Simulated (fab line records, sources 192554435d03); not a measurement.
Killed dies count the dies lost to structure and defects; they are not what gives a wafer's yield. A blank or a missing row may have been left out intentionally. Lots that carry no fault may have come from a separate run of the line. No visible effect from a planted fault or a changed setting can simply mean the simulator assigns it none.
fab line records	flow n5-finfet
record lots=10	wafers=30	last-day=16
route steps=1938 shown ZERO_LAYER@13 WELL_APT@28 PMOS_HMC_CHANNEL_EPI@62 BEOL_M4@1111
lots that met no fault: from a run of the same line without faults
start-h: hours from the record's opening day to when the first of the lot's shown wafers began	wait-h: hours from the lot's prior step to this one	" unchanged from the row above	L1.1+2: a row that stands for several wafers	- no value, or no start was given	* or withheld: withheld	< > ~ a bound
route shown NAME@n: names a module that has steps shown in the file, with the first one's number in the route	usual: mean and standard deviation over wafers with no fault	same: alike in all rows	chamber/n: place in a boat	sites: each site's reading	_std_site: standard deviation across them	_edge_site: outer sites' mean less inner sites'	radius-mm: for every site, how far away it sits from the centre of the wafer	mask NAME#n: copy n	behind: the tool/chamber that last shaped the wafer	hold: why the lot went on hold/how many hours it stayed there/how the hold came to an end	device: transistor that didn't switch, given as n, p or np	end of line: the tests these same wafers got at the end of their route	a step without rows: its recipe alone	killed: not the wafer's yield, but the dies lost to structure and defects at the first sort	map: a wafer's dies, marking killed ones x, the rest . and places with no die _
set.NAME: setting as actually run; set.NAME@STEP: the setting as run at that earlier step	model.NAME: the simulator's own value behind a step, which no gauge read
steps of the route over a sample of lots; a table a step, a row a wafer
services: a tool's chamber out of use, with start hour (start-h, from the record's first day; less than 0 if before it), hours out, and reason
## steps
# step N5_ZERO_LAYER_CD_MEAS_11
# recipe target-cd-nm=2000	landing-energy-ev=500	detector=se-inlens
# usual cd-nm=1998.3/2.3
lot.wafer	tool	chamber	start-h	wait-h	cd-nm
L642.3	cd-sem-01	0	18.77	-	1996.0
L642.4	"	0	"	"	1996.8
L642.6	"	0	"	"	1996.3
L644.1	cd-sem-01	0	30.67	-	1994.5
L644.2	"	0	"	"	1996.8
L644.5	"	0	"	"	2000.0
L646.1	cd-sem-03	0	42.65	-	1995.2
L646.2	"	0	"	"	1995.6
L646.6	"	0	"	"	1997.9
L647.1	cd-sem-02	0	48.83	-	2000.9
L647.2	"	0	"	"	1999.2
L647.4	"	0	"	"	1996.8
L655.1	cd-sem-03	0	96.64	-	1998.9
L655.3	"	0	"	"	1997.7
L655.6	"	0	"	"	2001.4
L656.3	cd-sem-03	0	102.77	-	1999.2
L656.4	"	0	"	"	1998.2
L656.6	"	0	"	"	1996.4
L657.4	cd-sem-01	0	108.77	-	1996.8
L657.5	"	0	"	"	2003.6
L657.6	"	0	"	"	1998.0
L659.2	cd-sem-02	0	120.64	-	1997.6
L659.4	"	0	"	"	1999.6
L659.5	"	0	"	"	1994.6
L661.2	cd-sem-01	0	132.77	-	1996.6
L661.4	"	0	"	"	2002.4
L661.6	"	0	"	"	2000.3
L662.1	cd-sem-02	0	138.64	-	2000.4
L662.3	"	0	"	"	2000.2
L662.5	"	0	"	"	1997.3
# step N5_ZERO_LAYER_DESCUM_16
# recipe chemistry=O2	time-s=7.9	source-power-w=50	bias-power-w=20	pressure-mtorr=20	rf-frequency-hz=2.712e+07	temp-c=40	o2-flow-sccm=225
# usual drypump-motor-current-A=5.5/0.43	oes-product-au=0.80/0.067	rf-vpp-V=243.3/1.4	showerhead-plenum-p-Torr=2.10/0.079	throttle-valve-pct=20.29/0.19
lot.wafer	tool	chamber	start-h	wait-h	drypump-motor-current-A	oes-product-au	rf-hours-counter-h	rf-vpp-V	showerhead-plenum-p-Torr	throttle-valve-pct
L642.3	rie-diel-05	3	19.52	0.7	5.2	0.94	4	243.9	2.15	20.32
L642.4	"	0	"	"	6.0	0.90	-	244.4	2.13	20.22
L642.6	"	3	"	"	5.2	0.93	-	245.4	2.15	20.34
L644.1	rie-diel-06	2	31.62	1.0	5.4	0.91	38	244.7	2.25	20.38
L644.2	"	1	"	"	4.7	0.71	179	243.4	2.08	20.42
L644.5	"	0	"	"	5.7	0.70	-	243.8	2.13	20.21
L646.1	rie-diel-06	1	42.94	0.3	4.7	0.71	185	243.0	2.08	20.44
L646.2	"	3	"	"	5.9	0.85	91	239.2	1.94	20.00
L646.6	"	0	"	"	5.7	0.70	-	243.8	2.13	20.22
L647.1	rie-diel-02	0	49.86	1.0	5.0	0.77	130	243.2	2.11	20.43
L647.2	"	3	"	"	5.5	0.78	111	245.4	2.18	20.24
L647.4	"	2	"	"	5.9	0.74	161	241.9	2.07	20.43
L655.1	rie-diel-02	2	96.68	0.0	5.9	0.75	175	243.5	2.07	20.45
L655.3	"	3	"	"	5.5	0.76	125	244.8	2.18	20.28
L655.6	"	2	"	"	5.9	0.75	-	242.3	2.07	20.45
L656.3	rie-diel-02	0	102.81	0.0	5.0	0.76	145	241.3	2.11	20.46
L656.4	"	3	"	"	5.5	0.76	127	243.9	2.18	20.29
L656.6	"	0	"	"	5.1	0.77	-	244.2	2.11	20.46
L657.4	rie-diel-02	1	108.80	0.0	6.0	0.81	123	242.8	2.00	19.97
L657.5	"	3	"	"	5.5	0.76	-	244.2	2.18	20.28
L657.6	"	0	"	"	5.0	0.76	-	242.2	2.11	20.46
L659.2	rie-diel-02	2	120.68	0.0	5.9	0.75	182	243.3	2.06	20.48
L659.4	"	1	"	"	6.0	0.80	126	242.2	2.00	19.95
L659.5	"	1	"	"	6.0	0.80	-	242.8	2.00	19.95
L661.2	rie-diel-05	3	132.80	0.0	5.2	0.87	31	243.2	2.14	20.38
L661.4	"	1	"	"	5.9	0.92	24	242.8	2.15	20.54
L661.6	"	2	"	"	5.1	0.85	-	245.9	2.22	20.32
L662.1	rie-diel-02	2	138.70	0.1	5.9	0.74	188	242.2	2.06	20.47
L662.3	"	1	"	"	6.0	0.80	133	242.4	1.99	19.96
L662.5	"	0	"	"	5.1	0.75	-	242.7	2.10	20.47
# step N5_WELL_APT_CD_MEAS_08
# recipe target-cd-nm=200	landing-energy-ev=500	detector=se-inlens
# usual cd-nm=199/3.2
lot.wafer	tool	chamber	start-h	wait-h	cd-nm
L642.3	cd-sem-03	0	20.53	-	193
L642.4	"	0	"	"	196
L642.6	"	0	"	"	193
L644.1	cd-sem-02	0	32.62	-	199
L644.2	"	0	"	"	199
L644.5	"	0	"	"	198
L646.1	cd-sem-02	0	44.07	-	200
L646.2	"	0	"	"	199
L646.6	"	0	"	"	197
L647.1	cd-sem-02	0	50.86	-	196
L647.2	"	0	"	"	195
L647.4	"	0	"	"	195
L655.1	cd-sem-02	0	97.56	-	201
L655.3	"	0	"	"	204
L655.6	"	0	"	"	201
L656.3	cd-sem-02	0	104.28	-	197
L656.4	"	0	"	"	197
L656.6	"	0	"	"	198
L657.4	cd-sem-03	0	109.68	-	203
L657.5	"	0	"	"	200
L657.6	"	0	"	"	204
L659.2	cd-sem-02	0	121.56	-	204
L659.4	"	0	"	"	201
L659.5	"	0	"	"	204
L661.2	cd-sem-03	0	133.68	-	199
L661.4	"	0	"	"	200
L661.6	"	0	"	"	198
L662.1	cd-sem-01	0	139.71	-	201
L662.3	"	0	"	"	198
L662.5	"	0	"	"	203
# step N5_PMOS_HMC_CHANNEL_EPI_EXPOSE_06
# recipe mask-id=PMOS_HMC_BLK	na=1.35	source-shape=conventional	sigma-outer=0.8	polarization=unpolarized	target-cd-nm=240	dose-mj=41
# usual exposure-dose-mJ-cm2=40.97/0.038
lot.wafer	tool	chamber	start-h	wait-h	mask	exposure-dose-mJ-cm2
L642.3	arfi-scanner-02	0	24.47	-	PMOS_HMC_BLK#0	40.91
L642.4	"	0	"	"	PMOS_HMC_BLK#0	40.95
L642.6	"	0	"	"	PMOS_HMC_BLK#0	40.95
L644.1	arfi-scanner-03	0	36.58	-	PMOS_HMC_BLK#0	41.04
L644.2	"	0	"	"	PMOS_HMC_BLK#0	41.01
L644.5	"	0	"	"	PMOS_HMC_BLK#0	41.00
L646.1	arfi-scanner-03	0	47.51	-	PMOS_HMC_BLK#0	41.01
L646.2	"	0	"	"	PMOS_HMC_BLK#0	41.05
L646.6	"	0	"	"	PMOS_HMC_BLK#0	40.94
L647.1	arfi-scanner-02	0	54.15	-	PMOS_HMC_BLK#0	40.99
L647.2	"	0	"	"	PMOS_HMC_BLK#0	40.98
L647.4	"	0	"	"	PMOS_HMC_BLK#0	40.90
L655.1	arfi-scanner-02	0	100.71	-	PMOS_HMC_BLK#0	39.24
L655.3	"	0	"	"	PMOS_HMC_BLK#0	39.26
L655.6	"	0	"	"	PMOS_HMC_BLK#0	39.22
L656.3	arfi-scanner-03	0	107.99	-	PMOS_HMC_BLK#0	41.01
L656.4	"	0	"	"	PMOS_HMC_BLK#0	40.93
L656.6	"	0	"	"	PMOS_HMC_BLK#0	40.93
L657.4	arfi-scanner-02	0	113.29	-	PMOS_HMC_BLK#0	39.57
L657.5	"	0	"	"	PMOS_HMC_BLK#0	39.56
L657.6	"	0	"	"	PMOS_HMC_BLK#0	39.60
L659.2	arfi-scanner-01	0	124.72	-	PMOS_HMC_BLK#0	40.94
L659.4	"	0	"	"	PMOS_HMC_BLK#0	40.98
L659.5	"	0	"	"	PMOS_HMC_BLK#0	40.97
L661.2	arfi-scanner-01	0	136.88	-	PMOS_HMC_BLK#0	40.93
L661.4	"	0	"	"	PMOS_HMC_BLK#0	40.91
L661.6	"	0	"	"	PMOS_HMC_BLK#0	41.00
L662.1	arfi-scanner-01	0	143.86	-	PMOS_HMC_BLK#0	41.00
L662.3	"	0	"	"	PMOS_HMC_BLK#0	40.98
L662.5	"	0	"	"	PMOS_HMC_BLK#0	40.99
# step N5_BEOL_M4_RC_MEAS_101
# usual DIBL_N=36.7/2.4	DIBL_P=37.4/2.9	IOFF_N=0.18/0.05	IOFF_P=0.23/0.058	ION_N=683/16	ION_P=467/11	SS_N=71.7/0.77	SS_P=73.5/0.87	VT_N=249/4.3	VT_P=-250/4.4
lot.wafer	tool	chamber	start-h	wait-h	DIBL_N[mV/V]	DIBL_P[mV/V]	IOFF_N[nA/um]	IOFF_P[nA/um]	ION_N[uA/um]	ION_P[uA/um]	SS_N[mV/dec]	SS_P[mV/dec]	VT_N[mV]	VT_P[mV]
L642.3	prober-02	0	176.21	0.3	35.9	34.4	0.14	0.17	669	455	71.1	72.3	254	-253
L642.4	"	0	"	"	35.8	36.3	0.16	0.21	697	481	71.3	73.1	247	-251
L642.6	"	0	"	"	38.7	38.9	0.21	0.25	704	479	71.7	74.3	247	-248
L644.1	prober-02	0	181.21	0.0	44.2	45.7	0.35	0.40	696	473	73.9	76.2	242	-242
L644.2	"	0	"	"	35.3	36.6	0.15	0.23	685	471	71.3	73.1	251	-250
L644.5	"	0	"	"	38.9	40.1	0.20	0.28	669	463	72.6	73.9	247	-247
L646.1	prober-01	0	195.96	0.0	36.8	38.4	0.15	0.23	665	467	71.2	74.1	253	-250
L646.2	"	0	"	"	39.4	42.4	0.25	0.32	709	489	73.4	74.4	245	-246
L646.6	"	0	"	"	35.4	37.2	0.14	0.21	668	464	71.2	74.1	254	-254
L647.1	prober-01	0	201.04	0.0	36.1	36.6	0.17	0.26	687	481	71.3	73.1	246	-246
L647.2	"	0	"	"	37.2	36.7	0.17	0.24	664	454	72.0	73.6	249	-246
L647.4	"	0	"	"	36.5	36.5	0.17	0.24	688	474	71.9	73.3	249	-248
L655.1	prober-02	0	251.41	0.0	40.2	40.8	0.23	0.29	690	473	73.1	74.3	243	-246
L655.3	"	0	"	"	36.4	36.5	0.16	0.22	691	476	71.3	72.9	247	-249
L655.6	"	0	"	"	40.9	42.7	0.29	0.33	711	480	72.8	74.5	238	-242
L656.3	prober-01	0	251.78	0.3	35.1	35.5	0.17	0.21	667	459	71.8	73.4	250	-249
L656.4	"	0	"	"	35.5	35.2	0.16	0.20	662	451	71.6	72.3	251	-251
L656.6	"	0	"	"	36.0	37.2	0.18	0.22	672	461	72.4	73.4	250	-250
L657.4	prober-01	0	259.35	0.5	39.2	41.4	0.21	0.29	693	474	72.1	74.3	249	-245
L657.5	"	0	"	"	36.9	37.3	0.16	0.22	668	459	71.3	72.6	250	-251
L657.6	"	0	"	"	36.5	37.2	0.14	0.20	665	456	71.3	73.1	253	-253
L659.2	prober-01	0	266.93	0.2	33.5	32.2	0.11	0.16	670	464	71.7	72.3	256	-255
L659.4	"	0	"	"	38.5	38.8	0.20	0.25	689	472	72.1	74.1	247	-249
L659.5	"	0	"	"	38.0	37.9	0.20	0.25	702	474	72.0	74.1	247	-248
L661.2	prober-01	0	285.61	0.2	37.9	40.9	0.19	0.23	669	459	72.2	73.8	248	-251
L661.4	"	0	"	"	34.5	35.3	0.13	0.15	664	449	71.4	72.8	251	-256
L661.6	"	0	"	"	35.7	38.1	0.16	0.19	666	449	71.5	73.4	247	-254
L662.1	prober-01	0	295.35	0.0	35.4	36.6	0.16	0.17	683	459	71.9	72.5	251	-256
L662.3	"	0	"	"	38.2	38.8	0.25	0.22	703	463	72.9	73.6	242	-252
L662.5	"	0	"	"	33.6	34.3	0.14	0.14	693	455	71.1	72.7	249	-259
## services
tool	chamber	start-h	hours	kind
arfi-scanner-03	-	5.26	1.3	pm
arfi-scanner-02	-	12.37	0.2	repair
arfi-scanner-01	-	15.14	0.8	pm
arfi-scanner-01	-	18.15	3.1	pm
rie-diel-02	3	33.27	5.6	repair
rie-diel-02	1	40.12	7.8	repair
arfi-scanner-02	-	41.42	1.3	pm
rie-diel-02	-	44.13	2.8	pm
arfi-scanner-01	-	50.22	2.2	repair
arfi-scanner-03	-	61.43	0.8	pm
arfi-scanner-01	-	75.80	0.9	repair
rie-diel-02	2	79.85	2.1	repair
arfi-scanner-02	-	80.38	4.9	pm
arfi-scanner-03	-	85.69	3.1	pm
arfi-scanner-01	-	97.43	17.3	pm
arfi-scanner-02	-	107.20	1.0	pm
arfi-scanner-01	-	114.76	1.0	pm
arfi-scanner-01	-	115.76	1.3	pm
arfi-scanner-02	-	120.69	0.8	pm
arfi-scanner-01	-	129.64	1.0	pm
arfi-scanner-03	-	130.76	1.3	pm
rie-diel-02	3	135.96	8.7	repair
arfi-scanner-03	-	136.59	1.0	pm
arfi-scanner-02	-	138.47	0.9	repair
## key
first-sign step=N5_PMOS_HMC_CHANNEL_EPI_EXPOSE_06	reading=exposure-dose-mJ-cm2	direction=down	sigmas=41	usual=40.97	struck=39.41
effect none on later readings
met-at N5_PMOS_HMC_CHANNEL_EPI_EXPOSE_06
struck-lots L655,L657
loop-trim step=N5_PMOS_HMC_CHANNEL_EPI_EXPOSE_06	setting=dose	lots=L657
not-acting-at N5_ZERO_LAYER_CD_MEAS_11,N5_ZERO_LAYER_DESCUM_16,N5_WELL_APT_CD_MEAS_08
onset-between 54.15 100.71
fault kind=process-parameter-drift	tool=arfi-scanner-02	chamber=-	onset-h=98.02	steps=N5_PMOS_HMC_CHANNEL_EPI_EXPOSE_06	channel=dose-mj	offset=-1.7082	shape=step	acts-in=these-recipes-only	stated=41
# loop-trim: a control loop set the setting to another value than it would have without faults
